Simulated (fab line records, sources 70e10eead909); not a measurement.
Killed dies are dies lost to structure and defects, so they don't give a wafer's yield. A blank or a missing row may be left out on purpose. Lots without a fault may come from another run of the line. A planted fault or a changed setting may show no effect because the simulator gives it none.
fab line records | flow nand_harc
record lots=6 wafers=18 last_day=24
route steps=1159 shown A_CONTACT@859
lots that met no fault: from a run of the same line without faults
start_h: hours from the record's first day to the start of the lot's first wafer shown | wait_h: hours since the lot's step before | " the same as in the row above | L1.1+2: a row that stands for several wafers | - no value, or no start given | * or withheld: withheld | < > ~ a bound
route shown NAME@n: a module of which the file shows steps, and the number in the route of the first | usual: mean/standard deviation of fault-free wafers | same: alike in all rows | chamber/n: place in a boat | sites: the reading at each site | _std_site: their standard deviation | _edge_site: outer sites' mean less inner sites' | radius_mm: how far each site lies from the wafer's centre | mask NAME#n: copy n | behind: the tool/chamber that last shaped the wafer | hold: why the lot was held/for how many hours/how that ended | device: the transistor (n, p or np) that didn't switch | end of line: the same wafers' tests at the end of the route | a step without rows: its recipe alone | killed: dies lost to structure and defects at the first sort, not the wafer's yield | map: a wafer's dies, x killed, . not, _ none there
set.NAME: the setting as run; set.NAME@STEP: as run at that earlier step | model.NAME: the simulator's own value behind a step, which no gauge read
lots at some steps of the route; a table a step, a row a wafer
services: from which hour (start_h, from the record's first day; less than 0 if before it) a tool's chamber was out of use, for how many hours, and why
## steps
# step NHARC_A_CONTACT_ETCH_49
# recipe target_depth_a=2600 over_etch_frac=0.3 time_s=475.3 ion_energy_ev=200 n2_flow_sccm=150 h2_flow_sccm=150 ar_flow_sccm=0 rf_w=400 bias_w=150 chemistry=N2/H2
# usual bias_w=150.0/0.41 chamber_pressure_mTorr=29.999/0.026 drypump_motor_current_A=6.0/0.49 oes_product_au=1.000/0.012 rf_vpp_V=429.3/2.7 showerhead_plenum_p_Torr=2.00/0.097 throttle_valve_pct=14.171/0.0095
# same over_etch_frac=0.3
# columns lot.wafer tool chamber start_h wait_h bias_w chamber_pressure_mTorr drypump_motor_current_A oes_product_au rf_hours_counter_h rf_vpp_V showerhead_plenum_p_Torr throttle_valve_pct
L405.3 rie_diel-08 0 - - 149.6 29.979 5.8 1.014 35 425.9 1.89 14.164
L405.1 " 2 " " 149.4 30.004 6.0 1.012 34 434.1 2.21 14.156
L405.6 " 2 " " 150.2 29.964 6.0 1.009 - 435.8 2.21 14.160
L408.2 rie_diel-08 0 - - 149.7 30.039 5.9 1.002 45 426.0 1.89 14.175
L408.4 " 1 " " 149.3 30.003 6.5 1.000 39 426.2 1.90 14.161
L408.6 " 1 " " 149.8 30.032 6.5 1.012 - 427.5 1.90 14.161
L416.4 rie_diel-05 3 - - 150.0 29.958 4.8 0.996 42 428.3 1.96 14.165
L416.2 " 1 " " 150.3 29.991 6.0 1.034 36 427.8 1.94 14.189
L416.5 " 3 " " 149.6 30.006 4.8 0.996 - 428.4 1.96 14.166
L419.4 rie_diel-05 2 - - 151.1 29.985 6.4 1.001 46 433.2 2.18 14.178
L419.2 " 0 " " 149.7 29.964 5.9 0.993 38 425.7 1.89 14.180
L419.5 " 2 " " 150.1 29.982 6.3 1.007 - 434.6 2.18 14.160
L420.2 rie_diel-12 2 - - 150.4 30.001 5.4 0.991 19 430.8 2.04 14.155
L420.1 " 3 " " 150.3 29.972 6.3 1.005 21 426.0 1.89 14.168
L420.3 " 1 " " 149.3 29.998 6.0 1.010 17 428.4 1.99 14.176
L422.4 rie_diel-12 2 - - 150.4 30.009 5.4 0.990 23 430.4 2.04 14.175
L422.3 " 3 " " 149.4 29.991 6.3 1.008 24 427.6 1.88 14.171
L422.6 " 2 " " 150.6 30.012 5.4 0.991 - 431.1 2.04 14.185
# step NHARC_A_CONTACT_ETCH_50
# recipe target_depth_a=847 time_s=42.4 cf4_flow_sccm=100 chf3_flow_sccm=30 ar_flow_sccm=0 rf_w=500 bias_w=200 chemistry=CF4/CHF3
# step NHARC_A_CONTACT_ETCH_51
# recipe target_depth_a=36000 over_etch_frac=0.3 time_s=936 ion_energy_ev=150 o2_flow_sccm=400 cos_flow_sccm=20 ar_flow_sccm=0 rf_w=500 bias_w=300 chemistry=O2/COS
# usual bias_w=300.0/0.82 chamber_pressure_mTorr=19.996/0.02 drypump_motor_current_A=6.0/0.5 oes_product_au=0.999/0.012 rf_vpp_V=313.3/2.1 showerhead_plenum_p_Torr=3.07/0.14 throttle_valve_pct=28.331/0.0089
# same over_etch_frac=0.3
# columns lot.wafer tool chamber start_h wait_h bias_w chamber_pressure_mTorr drypump_motor_current_A oes_product_au rf_hours_counter_h rf_vpp_V showerhead_plenum_p_Torr throttle_valve_pct
L405.1 rie_diel-08 3 - - 299.4 19.999 6.0 0.999 33 312.8 3.05 28.346
L405.3 " 0 " " 300.8 19.979 5.9 1.004 35 311.6 2.92 28.338
L405.6 " 3 " " 300.9 19.993 6.0 0.988 - 313.1 3.05 28.325
L408.4 rie_diel-08 0 - - 300.3 19.985 5.9 1.002 46 311.0 2.91 28.324
L408.2 " 2 " " 299.0 19.964 6.1 0.985 46 316.5 3.35 28.339
L408.6 " 0 " " 299.2 19.982 5.9 1.008 - 312.6 2.91 28.333
L416.2 rie_diel-05 3 - - 299.1 20.017 4.8 1.000 43 313.0 3.00 28.326
L416.4 " 0 " " 298.8 20.026 5.9 0.999 35 311.6 2.91 28.330
L416.5 " 0 " " 298.8 19.994 5.8 0.999 - 310.6 2.91 28.340
L419.4 rie_diel-05 2 - - 299.5 19.996 6.4 1.005 46 317.0 3.32 28.353
L419.2 " 0 " " 298.7 20.009 5.9 1.003 38 310.2 2.91 28.335
L419.5 " 2 " " 299.9 19.998 6.4 1.009 - 316.3 3.32 28.329
L420.3 rie_diel-12 1 - - 299.5 20.015 5.9 1.017 17 313.3 3.05 28.326
L420.2 " 2 " " 299.4 20.005 5.4 0.996 20 313.3 3.12 28.338
L420.1 " 3 " " 300.3 19.959 6.3 1.021 21 313.2 2.91 28.315
L422.3 rie_diel-12 2 - - 300.5 20.015 5.4 0.977 23 314.3 3.12 28.337
L422.4 " 0 " " 298.6 20.003 6.6 0.978 24 312.8 3.07 28.335
L422.6 " 2 " " 301.1 19.988 5.4 0.970 - 315.0 3.12 28.342
# step NHARC_A_CONTACT_ETCH_111
# recipe source_w=withheld pressure_mtorr=20 bias_v=withheld time_s=140 target_depth_a=7000 ar_flow_sccm=withheld c4f8_flow_sccm=withheld o2_flow_sccm=withheld chemistry=C4F8/O2/Ar
# step NHARC_A_CONTACT_ETCH_112
# recipe source_w=withheld pressure_mtorr=20 bias_v=3000 time_s=94 target_depth_a=9220 ar_flow_sccm=withheld c4f8_flow_sccm=withheld o2_flow_sccm=withheld chemistry=C4F8/O2/Ar
# usual chamber_pressure_mTorr=19.999/0.018 oes_air_line_au=0.997/0.021
# columns lot.wafer tool chamber start_h wait_h chamber_pressure_mTorr oes_air_line_au rf_hours_counter_h
L405.1 har_cap_etch-01 1 399.42 0.1 20.008 1.020 61
L405.3 " 1 " " 19.971 1.005 -
L405.6 " 0 " " 19.979 0.975 -
L408.2 har_cap_etch-03 1 430.56 0.2 19.997 0.970 94
L408.4 " 0 " " 19.988 1.006 -
L408.6 " 0 " " 19.994 0.979 -
L416.2 har_cap_etch-03 0 464.54 0.2 20.019 1.005 102
L416.4 " 0 " " 19.987 0.988 -
L416.5 " 1 " " 19.990 1.012 -
L419.2 har_cap_etch-03 0 480.42 0.2 20.026 0.984 104
L419.4 " 1 " " 20.007 1.038 -
L419.5 " 0 " " 20.010 0.965 -
L420.2 har_cap_etch-01 1 494.19 0.2 20.018 0.971 77
L420.1 " 0 " " 20.013 0.982 77
L420.3 " 0 " " 19.979 0.969 -
L422.3 har_cap_etch-03 0 510.48 0.1 19.961 0.983 -
L422.4 " 1 " " 19.983 1.009 -
L422.6 " 0 " " 20.005 0.991 -
# step NHARC_A_CONTACT_ETCH_113
# recipe source_w=withheld pressure_mtorr=20 bias_v=3000 time_s=94 target_depth_a=9220 ar_flow_sccm=withheld c4f8_flow_sccm=withheld o2_flow_sccm=withheld chemistry=C4F8/O2/Ar
# step NHARC_A_CONTACT_ETCH_114
# recipe source_w=withheld pressure_mtorr=20 bias_v=3000 time_s=94 target_depth_a=9220 ar_flow_sccm=withheld c4f8_flow_sccm=withheld o2_flow_sccm=withheld chemistry=C4F8/O2/Ar
# step NHARC_A_CONTACT_ETCH_115
# recipe source_w=withheld pressure_mtorr=20 bias_v=3000 time_s=94 target_depth_a=9220 ar_flow_sccm=withheld c4f8_flow_sccm=withheld o2_flow_sccm=withheld chemistry=C4F8/O2/Ar
# step NHARC_A_CONTACT_ETCH_116
# recipe source_w=withheld pressure_mtorr=20 bias_v=3000 time_s=94 target_depth_a=9220 ar_flow_sccm=withheld c4f8_flow_sccm=withheld o2_flow_sccm=withheld chemistry=C4F8/O2/Ar
# usual chamber_pressure_mTorr=20.000/0.018 oes_air_line_au=0.998/0.023
# columns lot.wafer tool chamber start_h wait_h chamber_pressure_mTorr oes_air_line_au rf_hours_counter_h
L405.1 har_cap_etch-01 1 399.78 0.1 20.014 0.971 61
L405.3 " 1 " " 20.015 0.961 -
L405.6 " 0 " " 20.016 0.962 -
L408.2 har_cap_etch-03 1 430.92 0.1 19.981 0.973 95
L408.4 " 0 " " 19.998 1.008 -
L408.6 " 0 " " 20.000 1.035 -
L416.2 har_cap_etch-03 0 464.90 0.1 20.018 0.982 102
L416.4 " 0 " " 19.954 0.983 -
L416.5 " 1 " " 20.009 0.958 -
L419.2 har_cap_etch-03 0 480.78 0.1 19.988 0.980 105
L419.4 " 1 " " 20.007 1.000 -
L419.5 " 0 " " 19.995 1.017 -
L420.2 har_cap_etch-01 1 494.67 0.1 20.000 1.024 77
L420.1 " 0 " " 20.022 0.985 77
L420.3 " 0 " " 20.009 1.000 -
L422.3 har_cap_etch-03 0 510.84 0.1 20.040 1.017 -
L422.4 " 1 " " 19.991 1.019 -
L422.6 " 0 " " 19.959 1.016 -
# step NHARC_A_CONTACT_ETCH_117
# recipe source_w=withheld pressure_mtorr=20 bias_v=3000 time_s=94 target_depth_a=9220 ar_flow_sccm=withheld c4f8_flow_sccm=withheld o2_flow_sccm=withheld chemistry=C4F8/O2/Ar
# usual chamber_pressure_mTorr=20.001/0.02 oes_air_line_au=0.999/0.019
# columns lot.wafer tool chamber start_h wait_h chamber_pressure_mTorr oes_air_line_au rf_hours_counter_h
L405.1 har_cap_etch-01 1 399.87 0.1 20.029 0.962 61
L405.3 " 1 " " 19.980 0.995 -
L405.6 " 0 " " 20.005 1.000 -
L408.2 har_cap_etch-03 1 431.01 0.1 19.993 0.944 95
L408.4 " 0 " " 20.006 0.983 -
L408.6 " 0 " " 19.987 1.007 -
L416.2 har_cap_etch-03 0 464.99 0.1 20.046 1.013 102
L416.4 " 0 " " 19.993 0.997 -
L416.5 " 1 " " 20.014 0.989 -
L419.2 har_cap_etch-03 0 480.87 0.1 19.981 0.969 105
L419.4 " 1 " " 19.987 0.999 -
L419.5 " 0 " " 19.985 1.007 -
L420.2 har_cap_etch-01 1 494.79 0.1 19.965 1.014 77
L420.1 " 0 " " 20.005 1.002 77
L420.3 " 0 " " 19.995 0.988 -
L422.3 har_cap_etch-03 0 510.93 0.1 20.018 0.974 -
L422.4 " 1 " " 20.015 0.997 -
L422.6 " 0 " " 19.992 1.000 -
# step NHARC_A_CONTACT_ETCH_118
# recipe source_w=withheld pressure_mtorr=20 bias_v=3000 time_s=94 target_depth_a=9220 ar_flow_sccm=withheld c4f8_flow_sccm=withheld o2_flow_sccm=withheld chemistry=C4F8/O2/Ar
# step NHARC_A_CONTACT_ETCH_119
# recipe source_w=withheld pressure_mtorr=20 bias_v=3000 time_s=94 target_depth_a=9220 ar_flow_sccm=withheld c4f8_flow_sccm=withheld o2_flow_sccm=withheld chemistry=C4F8/O2/Ar
# step NHARC_A_CONTACT_ETCH_120
# recipe source_w=withheld pressure_mtorr=20 bias_v=3000 time_s=94 target_depth_a=9220 ar_flow_sccm=withheld c4f8_flow_sccm=withheld o2_flow_sccm=withheld chemistry=C4F8/O2/Ar
# usual chamber_pressure_mTorr=20.001/0.016 oes_air_line_au=0.997/0.019
# columns lot.wafer tool chamber start_h wait_h chamber_pressure_mTorr oes_air_line_au rf_hours_counter_h
L405.1 har_cap_etch-01 1 400.14 0.1 20.020 0.980 61
L405.3 " 1 " " 19.996 0.987 -
L405.6 " 0 " " 19.997 0.967 -
L408.2 har_cap_etch-03 1 431.28 0.1 19.969 0.986 95
L408.4 " 0 " " 20.020 1.008 -
L408.6 " 0 " " 19.995 0.988 -
L416.2 har_cap_etch-03 0 465.27 0.1 - - -
L416.4 " 0 " " - - -
L416.5 " 1 " " - - -
L419.2 har_cap_etch-03 0 481.15 0.1 - - -
L419.4 " 1 " " - - -
L419.5 " 0 " " - - -
L420.2 har_cap_etch-01 1 495.15 0.1 19.998 0.979 78
L420.1 " 0 " " 20.010 1.023 78
L420.3 " 0 " " 20.004 0.999 -
L422.3 har_cap_etch-03 0 511.21 0.1 19.998 0.993 -
L422.4 " 1 " " 19.996 1.045 -
L422.6 " 0 " " 19.994 0.994 -
# step NHARC_A_CONTACT_ETCH_121
# recipe source_w=withheld pressure_mtorr=20 bias_v=3000 time_s=94 target_depth_a=9220 ar_flow_sccm=withheld c4f8_flow_sccm=withheld o2_flow_sccm=withheld chemistry=C4F8/O2/Ar
## services
# columns tool chamber start_h hours kind
rie_diel-05 0 374.28 - clean
rie_diel-05 1 374.28 - clean
rie_diel-05 2 374.28 - clean
rie_diel-05 3 374.28 - clean
rie_diel-12 - 379.64 9.0 pm
rie_diel-12 0 379.64 9.0 vent_cycle
rie_diel-12 1 379.64 9.0 vent_cycle
rie_diel-12 2 379.64 12.6 vent_cycle
rie_diel-12 3 379.64 9.0 vent_cycle
rie_diel-08 0 385.30 - clean
rie_diel-08 1 385.30 - clean
rie_diel-08 2 385.30 - clean
rie_diel-08 3 385.30 - clean
rie_diel-12 0 388.64 - clean
rie_diel-12 1 388.64 - clean
rie_diel-12 3 388.64 - clean
rie_diel-08 1 393.69 15.0 repair
rie_diel-05 1 439.54 9.8 repair
rie_diel-12 1 441.76 11.6 repair
rie_diel-05 0 452.51 7.6 repair
rie_diel-05 - 452.60 2.0 repair
rie_diel-12 0 478.21 5.0 repair
rie_diel-08 - 479.57 9.0 pm
rie_diel-05 3 508.06 6.2 repair
## key
first_sign step=NHARC_A_CONTACT_ETCH_120 reading=tool_record direction=missing
effect none on later readings
met_at NHARC_A_CONTACT_ETCH_120
struck_wafers L416.2,L416.4,L416.5,L419.2,L419.4,L419.5
later_rows_left_out L416.2,L416.4,L416.5,L419.2,L419.4,L419.5
sort_left_out L416.2,L416.4,L416.5,L419.2,L419.4,L419.5
tester_left_out L416,L419
onset_between 431.28 465.27
fault kind=skipped_step_whole tool=har_cap_etch-03 chamber=- onset_h=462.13 steps=NHARC_A_CONTACT_ETCH_120 scope=struck_lots_only
# tester_left_out: of these lots the tester's yield and bins aren't shown, on N5 and GAA mostly nor the transistor test; their killed dies are dies lost to structure and defects alone, not to doping, threshold or leakage, so they don't give the yield
# sort_left_out: the simulated sort isn't trusted on such a fault, so these wafers' sort isn't shown, and their yield isn't known
# later_rows_left_out: the simulator's readings of these wafers behind a module that went badly wrong aren't trusted and aren't shown, but for the sort
